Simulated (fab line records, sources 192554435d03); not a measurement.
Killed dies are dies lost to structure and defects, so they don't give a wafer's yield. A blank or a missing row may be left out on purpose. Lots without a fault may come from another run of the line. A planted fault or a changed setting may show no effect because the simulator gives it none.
Split-lot experiment | flow n5_finfet | 7 lots, 21 wafers read, on a route of 1938 steps

THE SPLIT
At N5_MOL_CONTACT_COAG_EXPOSE_05 (exposes mask CA, defocus 0 nm), the setting dose_mj was moved away from the recipe's 38.25 on 8 of the 21 wafers read, by -7.2% to +4.2%. The other wafers ran this setting at the recipe's value.

FROM THE SPLIT TO THE READING: what the file shows between them, 13 steps
- N5_MOL_CONTACT_COAG_PEB_06: peb time 60 s
- N5_MOL_CONTACT_COAG_DEVELOP_07: develop time 30 s
- N5_MOL_CONTACT_COAG_CD_MEAS_08: target cd 28 nm
- N5_MOL_CONTACT_COAG_DESCUM_13: chemistry O2, time 7 s
- N5_MOL_CONTACT_COAG_ETCH_59: etches underlayer in N2/H2, target depth 13 nm, time 10.4 s
- N5_MOL_CONTACT_COAG_ETCH_105: etches SiARC in CF4, target depth 15.6 nm, time 26 s
- N5_MOL_CONTACT_COAG_ETCH_106: etches SOC in N2/H2, target depth 80 nm, overetch 16 nm, time 120 s
- N5_MOL_CONTACT_COAG_STRIP_107: strips in N2/H2
- N5_MOL_CONTACT_COAG_CONTACT_ETCH_14: etches SiO2 in C4F6/O2, target depth 27.5 nm, overetch 8.5 nm, time 20 s
- N5_MOL_CONTACT_COAG_STRIP_109: strips in C4F6/O2
- N5_MOL_CONTACT_COAG_ETCH_15: etches SiNx in CH3F/O2, stops on Si:P, target depth 7 nm
- N5_MOL_CONTACT_COAG_ETCH_110: etches Si in CF4/O2, target depth 2.5 nm, time 8 s
- N5_MOL_CONTACT_COAG_STRIP_98: strips in N2/H2

THE READING
cd_nm, in nm, at N5_MOL_CONTACT_COAG_CD_MEAS_99 (target cd 17.2 nm). Fault-free wafers of this fab line usually give 17.4 nm, standard deviation 0.51 nm.

wafer  | tool, chamber at the split | dose_mj as run | against the recipe | cd_nm, nm | against lot-mates on the recipe
L074.3 | euv_scanner-01, 0          | 38.25          | recipe             | 17.5      | -
L074.4 | euv_scanner-01, 0          | 38.25          | recipe             | 17.2      | -
L074.6 | euv_scanner-01, 0          | 38.25          | recipe             | 17.0      | -
L082.3 | euv_scanner-01, 0          | 38.25          | recipe             | 17.3      | -
L082.4 | euv_scanner-01, 0          | 35.51          | -7.2%              | 15.9      | -1.5
L082.5 | euv_scanner-01, 0          | 38.25          | recipe             | 17.5      | -
L084.2 | euv_scanner-02, 0          | 38.25          | recipe             | 17.2      | -
L084.5 | euv_scanner-02, 0          | 38.25          | recipe             | 17.6      | -
L084.6 | euv_scanner-02, 0          | 38.25          | recipe             | 16.8      | -
L087.2 | euv_scanner-01, 0          | 38.25          | recipe             | 17.2      | -
L087.3 | euv_scanner-01, 0          | 38.25          | recipe             | 16.9      | -
L087.4 | euv_scanner-01, 0          | 39.09          | +2.2%              | 18.4      | +1.4
L089.3 | euv_scanner-02, 0          | 38.99          | +1.9%              | 17.5      | +0.3
L089.4 | euv_scanner-02, 0          | 38.25          | recipe             | 17.2      | -
L089.6 | euv_scanner-02, 0          | 38.99          | +1.9%              | 17.7      | +0.5
L096.1 | euv_scanner-02, 0          | 39.85          | +4.2%              | 17.5      | +0.5
L096.2 | euv_scanner-02, 0          | 38.25          | recipe             | 17.0      | -
L096.6 | euv_scanner-02, 0          | 39.85          | +4.2%              | 18.1      | +1.1
L097.4 | euv_scanner-01, 0          | 36.71          | -4.0%              | 16.1      | -1.1
L097.5 | euv_scanner-01, 0          | 38.25          | recipe             | 17.2      | -
L097.6 | euv_scanner-01, 0          | 36.71          | -4.0%              | 16.4      | -0.8

THE FIT
A straight line over all 21 wafers: cd_nm changes by +0.2 nm for each +1% of dose_mj; r = +0.87; the points scatter about the line by 0.3 nm.
The same after taking each lot's own level away (the mean of its wafers on the recipe; 21 wafers): +0.226 nm for each +1%; r = +0.90; scatter 0.28 nm.
On that fit, the largest move of dose_mj shifts the reading by 1.6 nm.
The lots' own levels span 17.00 to 17.40 nm, that is 0.8 times the standard deviation above.
So the lot-to-lot level changes the slope: the two fits differ.
Check: with one of the wafers moved furthest among these (-7.2%) left out of the fit, the line predicts -1.67 nm for it against its lot-mates. It came out at -1.5 nm against them.

THE WHOLE CHAIN: every reading that the file lists as answering this split, in the file's order
step                           | what it does                                                | reading                                                                        | change (the file's fit)               | r (the file's)
N5_MOL_CONTACT_COAG_CD_MEAS_08 | target cd 28 nm                                             | cd_nm                                                                          | +0.253 nm for each +1% of the setting | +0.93
N5_MOL_CONTACT_COAG_ETCH_59    | etches underlayer in N2/H2, target depth 13 nm, time 10.4 s | MOL_CONTACT_COAG.cd_offset_nm (the simulator's own value, which no gauge read) | +0.234 nm for each +1% of the setting | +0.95
N5_MOL_CONTACT_COAG_ETCH_105   | etches SiARC in CF4, target depth 15.6 nm, time 26 s        | MOL_CONTACT_COAG.cd_offset_nm (the simulator's own value, which no gauge read) | +0.242 nm for each +1% of the setting | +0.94
N5_MOL_CONTACT_COAG_ETCH_15    | etches SiNx in CH3F/O2, stops on Si:P, target depth 7 nm    | MOL_CONTACT_COAG.cd_offset_nm (the simulator's own value, which no gauge read) | +0.184 nm for each +1% of the setting | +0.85
N5_MOL_CONTACT_COAG_CD_MEAS_99 | target cd 17.2 nm                                           | cd_nm                                                                          | +0.236 nm for each +1% of the setting | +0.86

THE FILE'S OWN FIT
cd_nm changes by +0.236 nm for each +1% of dose_mj, r = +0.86.
